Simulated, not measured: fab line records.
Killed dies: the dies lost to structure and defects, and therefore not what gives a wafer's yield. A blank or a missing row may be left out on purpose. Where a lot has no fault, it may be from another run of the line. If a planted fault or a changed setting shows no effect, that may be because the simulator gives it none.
fab line records	flow nand-harc
[record] lots = 24	wafers = 72	last-day = 33
route steps=1302 shown P_GATE@205 P_CONTACT@232 P_M0@273
lots with no fault: from the same line, run without faults
start-h: hours from the record's first day to the start of the lot's first wafer shown	wait-h: hours elapsed since this lot's preceding step	" as in the row above	L1.1+2: several wafers, shown together as one row	- no value present, or no start provided	* or withheld: withheld	< > ~ a bound
route shown NAME@n: names a module that has steps shown in the file, with the first one's number in the route	usual: mean and standard deviation over wafers with no fault	same: alike in all rows	chamber/n: place in a boat	sites: per-site readings	_std_site: how widely they spread, as a standard deviation	_edge_site: mean of outer sites minus mean of inner sites	radius-mm: how far each site lies from the wafer's centre	mask NAME#n: copy n	behind: the tool/chamber that last shaped the wafer	hold: why the lot went on hold/how many hours it stayed there/how the hold came to an end	device: the transistor (n, p or np) that didn't switch	end of line: tests run on the same wafers once the route is complete	a step given without rows: its recipe and nothing more	killed: dies that structure and defects cost at the first sort, which is not the same as the wafer's yield	map: per-die view of a wafer (x killed, . not killed, _ where there is no die)
set.NAME: the run value of the setting; set.NAME@STEP: its run value at that earlier step	model.NAME: the simulator's own value behind a step, which no gauge read
the route's steps for a sample of lots (tables are steps, rows are wafers)
services: the hour from which a tool's chamber was out of use, counted from the record's first day as start-h (under 0 if before that day), plus the number of hours and why
[[steps]]
[step NHARC_P_GATE_STRIP_95]
[recipe] power-w = 1500	temp-c = 250	chemistry = O2
[usual] drypump-motor-current-A = 5.3/0.36	heater-power-w = 356/23
lot.wafer	tool	chamber	start-h	wait-h	drypump-motor-current-A	heater-power-w	rf-hours-counter-h
L075.1	plasma-asher-02	0	126.81	0.6	5.4	328	9
L075.4	"	0	"	"	5.4	320	-
L075.5	"	1	"	"	4.7	370	-
L074.4	plasma-asher-01	0	127.16	0.4	5.5	368	-
L074.3	"	1	"	"	5.6	343	-
L074.5	"	0	"	"	5.6	372	-
L076.1	plasma-asher-02	1	139.18	0.6	4.7	384	11
L076.3	"	1	"	"	4.7	377	-
L076.4	"	0	"	"	5.4	330	-
L077.2	plasma-asher-02	1	149.50	0.6	4.7	387	13
L077.4	"	1	"	"	4.7	382	-
L077.6	"	0	"	"	5.3	324	-
L078.1	plasma-asher-02	1	154.96	0.5	4.7	383	14
L078.4	"	1	"	"	4.7	381	-
L078.6	"	1	"	"	4.7	370	-
L079.1	plasma-asher-01	0	164.28	0.6	5.5	370	36
L079.2	"	1	"	"	5.6	326	36
L079.6	"	0	"	"	5.5	375	-
L080.2	plasma-asher-02	0	174.43	0.6	5.4	332	21
L080.1	"	1	"	"	4.7	378	21
L080.3	"	0	"	"	5.3	320	-
L081.1	plasma-asher-01	0	181.10	0.5	5.6	379	2
L081.3	"	1	"	"	5.6	357	-
L081.5	"	0	"	"	5.6	383	-
L082.1	plasma-asher-02	0	192.56	0.6	5.3	327	25
L082.4	"	0	"	"	5.3	331	-
L082.3	"	1	"	"	4.7	379	-
L083.2	plasma-asher-02	0	204.75	0.5	5.4	328	28
L083.4	"	0	"	"	5.4	326	-
L083.5	"	1	"	"	4.7	388	-
L084.1	plasma-asher-02	0	216.92	0.6	5.4	333	30
L084.4	"	0	"	"	5.3	328	-
L084.3	"	1	"	"	4.7	383	-
L085.2	plasma-asher-02	1	224.03	0.5	4.7	379	32
L085.3	"	0	"	"	5.4	327	-
L085.6	"	0	"	"	5.3	335	-
L086.1	plasma-asher-01	1	229.90	0.6	5.6	356	12
L086.4	"	0	"	"	5.6	371	-
L086.6	"	0	"	"	5.6	395	-
L087.1	plasma-asher-01	0	257.51	0.5	5.5	388	19
L087.3	"	1	"	"	5.6	344	-
L087.4	"	0	"	"	5.5	382	-
L089.2	plasma-asher-01	0	258.55	0.6	5.5	390	20
L089.1	"	1	"	"	5.6	346	20
L089.6	"	0	"	"	5.6	372	-
L088.4	plasma-asher-02	1	261.11	0.4	4.7	373	-
L088.3	"	0	"	"	5.4	332	-
L088.6	"	0	"	"	5.3	318	-
L090.3	plasma-asher-02	1	277.69	0.4	4.7	358	-
L090.4	"	0	"	"	5.4	340	-
L090.5	"	1	"	"	4.7	367	-
L091.2	plasma-asher-01	0	281.94	0.6	5.6	380	25
L091.1	"	1	"	"	5.6	345	25
L091.6	"	0	"	"	5.5	390	-
L092.1	plasma-asher-02	1	292.71	0.6	4.7	350	8
L092.2	"	0	"	"	5.4	325	8
L092.6	"	0	"	"	5.4	330	-
L093.1	plasma-asher-01	0	301.25	0.6	5.6	380	28
L093.5	"	0	"	"	5.5	386	-
L093.6	"	1	"	"	5.6	345	-
L094.1	plasma-asher-01	1	320.34	0.5	5.6	351	31
L094.4	"	0	"	"	5.6	382	-
L094.6	"	1	"	"	5.6	349	-
L095.1	plasma-asher-01	1	324.78	0.6	5.6	336	32
L095.3	"	1	"	"	5.6	343	-
L095.5	"	0	"	"	5.6	387	-
L096.2	plasma-asher-01	1	330.07	0.6	5.6	343	34
L096.1	"	0	"	"	5.5	391	34
L096.4	"	0	"	"	5.6	385	-
L097.1	plasma-asher-02	1	344.17	0.6	4.7	362	17
L097.4	"	1	"	"	4.7	366	-
L097.6	"	1	"	"	4.7	358	-
[step NHARC_P_CONTACT_CD_MEAS_12]
[recipe] target-cd-nm = 90	landing-energy-ev = 500
[usual] cd-nm = 89.8/0.69
lot.wafer	tool	chamber	start-h	wait-h	cd-nm
L075.1	cd-sem-01	0	130.23	-	90.2
L075.4	"	0	"	"	89.7
L075.5	"	0	"	"	89.7
L074.3	cd-sem-02	0	130.58	-	89.6
L074.4	"	0	"	"	90.0
L074.5	"	0	"	"	89.8
L076.1	cd-sem-02	0	142.75	-	90.0
L076.3	"	0	"	"	89.5
L076.4	"	0	"	"	91.3
L077.2	cd-sem-03	0	152.97	-	89.1
L077.4	"	0	"	"	89.9
L077.6	"	0	"	"	88.5
L078.1	cd-sem-02	0	158.37	-	89.8
L078.4	"	0	"	"	88.5
L078.6	"	0	"	"	90.0
L079.1	cd-sem-02	0	168.98	-	90.0
L079.2	"	0	"	"	90.5
L079.6	"	0	"	"	90.1
L080.1	cd-sem-03	0	178.12	-	89.6
L080.2	"	0	"	"	89.6
L080.3	"	0	"	"	90.4
L081.1	cd-sem-02	0	184.53	-	90.0
L081.3	"	0	"	"	89.2
L081.5	"	0	"	"	89.6
L082.1	cd-sem-02	0	195.94	-	88.7
L082.3	"	0	"	"	89.7
L082.4	"	0	"	"	89.9
L083.2	cd-sem-02	0	208.22	-	89.3
L083.4	"	0	"	"	90.3
L083.5	"	0	"	"	89.4
L084.1	cd-sem-01	0	220.26	-	89.5
L084.3	"	0	"	"	89.3
L084.4	"	0	"	"	88.9
L085.2	cd-sem-03	0	227.52	-	91.0
L085.3	"	0	"	"	91.0
L085.6	"	0	"	"	90.7
L086.1	cd-sem-02	0	233.47	-	90.4
L086.4	"	0	"	"	89.7
L086.6	"	0	"	"	89.9
L087.1	cd-sem-03	0	261.05	-	90.4
L087.3	"	0	"	"	89.9
L087.4	"	0	"	"	88.9
L089.1	cd-sem-02	0	262.00	-	89.7
L089.2	"	0	"	"	90.1
L089.6	"	0	"	"	89.9
L088.3	cd-sem-03	0	264.52	-	89.4
L088.4	"	0	"	"	89.6
L088.6	"	0	"	"	88.7
L090.3	cd-sem-03	0	281.10	-	90.2
L090.4	"	0	"	"	89.5
L090.5	"	0	"	"	90.9
L091.1	cd-sem-03	0	285.36	-	90.5
L091.2	"	0	"	"	91.1
L091.6	"	0	"	"	89.1
L092.1	cd-sem-03	0	296.15	-	91.0
L092.2	"	0	"	"	91.3
L092.6	"	0	"	"	91.6
L093.1	cd-sem-01	0	304.71	-	90.7
L093.5	"	0	"	"	90.0
L093.6	"	0	"	"	90.9
L094.1	cd-sem-02	0	323.75	-	90.0
L094.4	"	0	"	"	89.3
L094.6	"	0	"	"	89.1
L095.1	cd-sem-02	0	328.15	-	90.2
L095.3	"	0	"	"	90.2
L095.5	"	0	"	"	89.8
L096.1	cd-sem-01	0	333.37	-	89.8
L096.2	"	0	"	"	89.6
L096.4	"	0	"	"	89.5
L097.1	cd-sem-03	0	347.65	-	89.4
L097.4	"	0	"	"	88.5
L097.6	"	0	"	"	89.4
[step NHARC_P_CONTACT_INSPECT_14]
[usual] raw-defect-count = 4.0/2.4
lot.wafer	tool	chamber	start-h	wait-h	raw-defect-count
L075.1	defect-inspect-02	-	130.36	0.0	6
L075.4	"	-	"	"	2
L075.5	"	-	"	"	5
L074.3	defect-inspect-02	-	130.70	0.0	1
L074.4	"	-	"	"	4
L074.5	"	-	"	"	4
L076.1	defect-inspect-01	-	142.88	0.0	2
L076.3	"	-	"	"	4
L076.4	"	-	"	"	2
L077.2	defect-inspect-02	-	153.10	0.0	5
L077.4	"	-	"	"	7
L077.6	"	-	"	"	8
L078.1	defect-inspect-02	-	158.51	0.0	3
L078.4	"	-	"	"	7
L078.6	"	-	"	"	2
L079.1	defect-inspect-02	-	169.11	0.0	4
L079.2	"	-	"	"	2
L079.6	"	-	"	"	3
L080.1	defect-inspect-01	-	178.25	0.0	4
L080.2	"	-	"	"	5
L080.3	"	-	"	"	2
L081.1	defect-inspect-02	-	184.65	0.0	3
L081.3	"	-	"	"	4
L081.5	"	-	"	"	3
L082.1	defect-inspect-02	-	196.07	0.0	5
L082.3	"	-	"	"	6
L082.4	"	-	"	"	6
L083.2	defect-inspect-01	-	208.34	0.0	3
L083.4	"	-	"	"	5
L083.5	"	-	"	"	7
L084.1	defect-inspect-01	-	220.38	0.0	3
L084.3	"	-	"	"	5
L084.4	"	-	"	"	4
L085.2	defect-inspect-01	-	227.65	0.0	3
L085.3	"	-	"	"	4
L085.6	"	-	"	"	2
L086.1	defect-inspect-02	-	233.60	0.0	4
L086.4	"	-	"	"	4
L086.6	"	-	"	"	5
L087.1	defect-inspect-02	-	261.17	0.0	8
L087.3	"	-	"	"	6
L087.4	"	-	"	"	2
L089.1	defect-inspect-01	-	262.13	0.0	2
L089.2	"	-	"	"	8
L089.6	"	-	"	"	12
L088.3	defect-inspect-02	-	264.64	0.0	4
L088.4	"	-	"	"	3
L088.6	"	-	"	"	3
L090.3	defect-inspect-01	-	281.22	0.0	2
L090.4	"	-	"	"	3
L090.5	"	-	"	"	2
L091.1	defect-inspect-02	-	285.49	0.0	1
L091.2	"	-	"	"	1
L091.6	"	-	"	"	3
L092.1	defect-inspect-02	-	296.27	0.0	2
L092.2	"	-	"	"	4
L092.6	"	-	"	"	2
L093.1	defect-inspect-01	-	304.83	0.0	0
L093.5	"	-	"	"	7
L093.6	"	-	"	"	1
L094.1	defect-inspect-01	-	323.88	0.0	4
L094.4	"	-	"	"	2
L094.6	"	-	"	"	5
L095.1	defect-inspect-02	-	328.27	0.0	6
L095.3	"	-	"	"	6
L095.5	"	-	"	"	5
L096.1	defect-inspect-01	-	333.49	0.0	4
L096.2	"	-	"	"	4
L096.4	"	-	"	"	8
L097.1	defect-inspect-02	-	347.77	0.0	3
L097.4	"	-	"	"	4
L097.6	"	-	"	"	1
[step NHARC_P_M0_PRE_CLEAN_29]
[recipe] time-s = 30	temp-c = 280	gas = H2/He
[usual] heater-power-w = 413/50
lot.wafer	tool	chamber	start-h	wait-h	heater-power-w
L075.4	pvd-sputter-03	-	-	-	410
L075.1	"	-	"	"	347
L075.5	"	-	"	"	428
L074.4	pvd-sputter-01	-	-	-	413
L074.3	"	-	"	"	388
L074.5	"	-	"	"	406
L076.4	pvd-sputter-02	-	-	-	342
L076.3	"	-	"	"	334
L076.1	"	-	"	"	487
L077.2	pvd-sputter-02	-	-	-	352
L077.4	"	-	"	"	499
L077.6	"	-	"	"	406
L078.4	pvd-sputter-03	-	-	-	502
L078.1	"	-	"	"	427
L078.6	"	-	"	"	439
L079.2	pvd-sputter-02	-	-	-	331
L079.1	"	-	"	"	498
L079.6	"	-	"	"	419
L080.2	pvd-sputter-03	-	-	-	413
L080.3	"	-	"	"	370
L080.1	"	-	"	"	528
L081.1	pvd-sputter-01	-	-	-	415
L081.3	"	-	"	"	388
L081.5	"	-	"	"	409
L082.3	pvd-sputter-02	-	-	-	414
L082.4	"	-	"	"	347
L082.1	"	-	"	"	341
L083.4	pvd-sputter-01	-	-	-	391
L083.2	"	-	"	"	451
L083.5	"	-	"	"	376
L084.3	pvd-sputter-01	-	-	-	378
L084.4	"	-	"	"	390
L084.1	"	-	"	"	440
L085.3	pvd-sputter-02	-	-	-	501
L085.2	"	-	"	"	417
L085.6	"	-	"	"	359
L086.1	pvd-sputter-02	-	-	-	328
L086.4	"	-	"	"	416
L086.6	"	-	"	"	354
L087.3	pvd-sputter-03	-	-	-	462
L087.1	"	-	"	"	406
L087.4	"	-	"	"	358
L089.2	pvd-sputter-03	-	-	-	519
L089.1	"	-	"	"	467
L089.6	"	-	"	"	525
L088.4	pvd-sputter-01	-	-	-	448
L088.3	"	-	"	"	410
L088.6	"	-	"	"	428
L090.3	pvd-sputter-03	-	-	-	472
L090.4	"	-	"	"	359
L090.5	"	-	"	"	465
L091.1	pvd-sputter-03	-	-	-	362
L091.2	"	-	"	"	522
L091.6	"	-	"	"	446
L092.2	pvd-sputter-01	-	-	-	408
L092.1	"	-	"	"	440
L092.6	"	-	"	"	401
L093.1	pvd-sputter-02	-	-	-	356
L093.6	"	-	"	"	338
L093.5	"	-	"	"	354
L094.4	pvd-sputter-01	-	-	-	404
L094.1	"	-	"	"	390
L094.6	"	-	"	"	385
L095.3	pvd-sputter-01	-	-	-	393
L095.1	"	-	"	"	452
L095.5	"	-	"	"	390
L096.2	pvd-sputter-03	-	-	-	415
L096.4	"	-	"	"	355
L096.1	"	-	"	"	506
L097.1	pvd-sputter-01	-	-	-	385
L097.4	"	-	"	"	441
L097.6	"	-	"	"	406
[step NHARC_P_M0_PVD_21]
[recipe] target-thk-a = 300	chamber-pressure-pa = 5	power-w = 5000	substrate-temp-c = 30	time-s = 20.49	material = Cu
[usual] chamber-pressure-pa = 5.000/0.01	substrate-temp-c = 29.99/0.1	throttle-valve-pct = 29.9/1
lot.wafer	tool	chamber	start-h	wait-h	chamber-pressure-pa	substrate-temp-c	throttle-valve-pct
L075.4	pvd-sputter-03	-	-	-	5.002	29.99	29.6
L075.1	"	-	"	"	5.012	30.07	31.5
L075.5	"	-	"	"	4.986	30.11	30.1
L074.4	pvd-sputter-01	-	-	-	5.012	29.90	32.2
L074.3	"	-	"	"	4.998	29.89	29.2
L074.5	"	-	"	"	5.003	29.84	28.6
L076.3	pvd-sputter-02	-	-	-	5.006	30.08	28.4
L076.1	"	-	"	"	5.003	30.11	30.6
L076.4	"	-	"	"	4.988	29.88	29.9
L077.4	pvd-sputter-02	-	-	-	5.002	30.15	28.7
L077.2	"	-	"	"	5.002	29.84	29.2
L077.6	"	-	"	"	4.993	30.23	28.6
L078.4	pvd-sputter-03	-	-	-	4.996	29.84	31.3
L078.1	"	-	"	"	5.013	29.96	29.7
L078.6	"	-	"	"	5.004	29.98	29.2
L079.1	pvd-sputter-02	-	-	-	5.006	29.96	30.5
L079.2	"	-	"	"	5.008	29.92	29.2
L079.6	"	-	"	"	4.990	30.12	28.8
L080.3	pvd-sputter-03	-	-	-	4.989	29.92	31.5
L080.1	"	-	"	"	4.999	29.97	29.7
L080.2	"	-	"	"	4.983	29.99	29.5
L081.3	pvd-sputter-01	-	-	-	5.008	30.27	28.7
L081.1	"	-	"	"	4.997	29.97	32.5
L081.5	"	-	"	"	5.002	30.13	28.9
L082.4	pvd-sputter-02	-	-	-	5.028	30.10	30.4
L082.1	"	-	"	"	4.980	30.04	29.8
L082.3	"	-	"	"	5.004	29.93	29.4
L083.4	pvd-sputter-01	-	-	-	4.985	30.00	28.6
L083.2	"	-	"	"	5.009	29.91	32.3
L083.5	"	-	"	"	4.989	30.17	28.6
L084.3	pvd-sputter-01	-	-	-	5.001	30.01	29.5
L084.1	"	-	"	"	4.994	29.90	32.3
L084.4	"	-	"	"	5.013	29.93	29.7
L085.2	pvd-sputter-02	-	-	-	4.991	29.85	29.2
L085.3	"	-	"	"	5.012	29.98	30.4
L085.6	"	-	"	"	5.010	30.00	28.8
L086.4	pvd-sputter-02	-	-	-	5.016	30.03	30.0
L086.1	"	-	"	"	4.990	29.81	29.4
L086.6	"	-	"	"	5.005	30.09	29.8
L087.3	pvd-sputter-03	-	-	-	4.992	30.15	29.8
L087.4	"	-	"	"	5.001	29.88	29.2
L087.1	"	-	"	"	5.005	30.09	31.6
L089.2	pvd-sputter-03	-	-	-	4.986	30.13	30.2
L089.1	"	-	"	"	5.006	30.02	29.9
L089.6	"	-	"	"	5.001	30.09	31.7
L088.4	pvd-sputter-01	-	-	-	4.989	29.90	28.1
L088.3	"	-	"	"	5.010	30.00	29.5
L088.6	"	-	"	"	5.011	29.85	31.8
L090.3	pvd-sputter-03	-	-	-	4.982	30.05	29.5
L090.4	"	-	"	"	4.986	29.93	31.5
L090.5	"	-	"	"	4.998	29.87	29.8
L091.2	pvd-sputter-03	-	-	-	4.975	29.98	30.1
L091.1	"	-	"	"	5.011	29.94	29.7
L091.6	"	-	"	"	4.985	30.14	31.7
L092.2	pvd-sputter-01	-	-	-	4.996	30.11	29.5
L092.1	"	-	"	"	5.008	30.15	29.2
L092.6	"	-	"	"	5.004	30.02	29.5
L093.1	pvd-sputter-02	-	-	-	5.021	30.04	30.2
L093.5	"	-	"	"	5.005	29.99	29.8
L093.6	"	-	"	"	4.996	30.05	30.3
L094.4	pvd-sputter-01	-	-	-	5.020	30.01	31.9
L094.1	"	-	"	"	5.006	30.10	29.2
L094.6	"	-	"	"	5.001	29.96	29.4
L095.1	pvd-sputter-01	-	-	-	5.006	30.01	29.0
L095.3	"	-	"	"	4.983	30.24	28.1
L095.5	"	-	"	"	5.009	29.95	32.0
L096.2	pvd-sputter-03	-	-	-	4.999	29.81	31.5
L096.4	"	-	"	"	4.979	30.11	29.9
L096.1	"	-	"	"	5.015	29.95	29.7
L097.1	pvd-sputter-01	-	-	-	4.998	29.86	29.7
L097.4	"	-	"	"	4.999	29.89	28.5
L097.6	"	-	"	"	5.008	30.07	31.7
[step NHARC_P_M0_THK_MEAS_24]
[recipe] thk-meas-gauge = xrf
[usual] thk-nm = 117.5/1.7
lot.wafer	tool	chamber	start-h	wait-h	thk-nm
L075.1	film-metro-01	-	136.97	-	117.3
L075.4	"	-	"	"	116.4
L075.5	"	-	"	"	115.6
L074.3	film-metro-01	-	137.55	-	119.4
L074.4	"	-	"	"	115.8
L074.5	"	-	"	"	116.5
L076.1	film-metro-01	-	149.48	-	119.1
L076.3	"	-	"	"	117.7
L076.4	"	-	"	"	119.3
L077.2	film-metro-01	-	159.77	-	114.2
L077.4	"	-	"	"	117.3
L077.6	"	-	"	"	116.4
L078.1	film-metro-02	-	170.38	-	118.9
L078.4	"	-	"	"	114.9
L078.6	"	-	"	"	116.2
L079.1	film-metro-02	-	177.19	-	116.5
L079.2	"	-	"	"	121.0
L079.6	"	-	"	"	116.9
L080.1	film-metro-02	-	184.75	-	117.7
L080.2	"	-	"	"	116.8
L080.3	"	-	"	"	120.7
L081.1	film-metro-02	-	191.82	-	117.7
L081.3	"	-	"	"	119.8
L081.5	"	-	"	"	118.9
L082.1	film-metro-02	-	202.59	-	119.1
L082.3	"	-	"	"	115.7
L082.4	"	-	"	"	120.2
L083.2	film-metro-01	-	215.29	-	118.2
L083.4	"	-	"	"	117.4
L083.5	"	-	"	"	117.2
L084.1	film-metro-01	-	226.81	-	118.2
L084.3	"	-	"	"	120.7
L084.4	"	-	"	"	117.1
L085.2	film-metro-01	-	234.29	-	118.5
L085.3	"	-	"	"	118.2
L085.6	"	-	"	"	117.6
L086.1	film-metro-01	-	240.27	-	120.1
L086.4	"	-	"	"	119.6
L086.6	"	-	"	"	117.0
L087.1	film-metro-01	-	267.89	-	118.3
L087.3	"	-	"	"	115.1
L087.4	"	-	"	"	114.8
L089.1	film-metro-01	-	268.72	-	115.8
L089.2	"	-	"	"	117.1
L089.6	"	-	"	"	116.2
L088.3	film-metro-02	-	271.13	-	115.7
L088.4	"	-	"	"	114.4
L088.6	"	-	"	"	117.5
L090.3	film-metro-02	-	288.24	-	117.5
L090.4	"	-	"	"	118.7
L090.5	"	-	"	"	117.2
L091.1	film-metro-01	-	292.47	-	117.7
L091.2	"	-	"	"	116.6
L091.6	"	-	"	"	116.9
L092.1	film-metro-02	-	302.83	-	118.5
L092.2	"	-	"	"	117.6
L092.6	"	-	"	"	115.9
L093.1	film-metro-02	-	311.52	-	118.9
L093.5	"	-	"	"	119.5
L093.6	"	-	"	"	116.1
L094.1	film-metro-01	-	330.47	-	116.6
L094.4	"	-	"	"	116.1
L094.6	"	-	"	"	117.9
L095.1	film-metro-01	-	334.94	-	119.2
L095.3	"	-	"	"	117.0
L095.5	"	-	"	"	116.6
L096.1	film-metro-02	-	339.91	-	121.4
L096.2	"	-	"	"	118.3
L096.4	"	-	"	"	116.7
L097.1	film-metro-01	-	354.44	-	113.6
L097.4	"	-	"	"	114.2
L097.6	"	-	"	"	114.0
[[services]]
tool	chamber	start-h	hours	kind
pvd-sputter-02	-	108.08	10.0	pm
pvd-sputter-03	-	156.73	7.7	repair
pvd-sputter-01	-	158.63	3.7	repair
pvd-sputter-02	-	159.49	12.2	repair
plasma-asher-01	-	165.00	9.0	pm
plasma-asher-01	0	165.00	9.0	vent-cycle
plasma-asher-01	1	165.00	9.0	vent-cycle
pvd-sputter-03	-	170.04	10.0	pm
plasma-asher-01	0	174.00	-	clean
plasma-asher-01	1	174.00	-	clean
pvd-sputter-01	-	196.05	4.5	repair
pvd-sputter-01	-	210.28	1.8	repair
pvd-sputter-03	-	221.01	27.1	repair
pvd-sputter-01	-	230.13	3.5	repair
plasma-asher-02	-	238.83	2.7	repair
plasma-asher-02	-	249.65	9.0	pm
plasma-asher-02	0	249.65	9.0	vent-cycle
plasma-asher-02	1	249.65	9.0	vent-cycle
plasma-asher-02	0	258.65	-	clean
plasma-asher-02	1	258.65	-	clean
pvd-sputter-02	-	286.08	10.0	pm
pvd-sputter-03	-	325.70	3.4	repair
plasma-asher-01	-	342.00	9.0	pm
pvd-sputter-03	-	348.04	10.0	pm
[[key]]
fault none
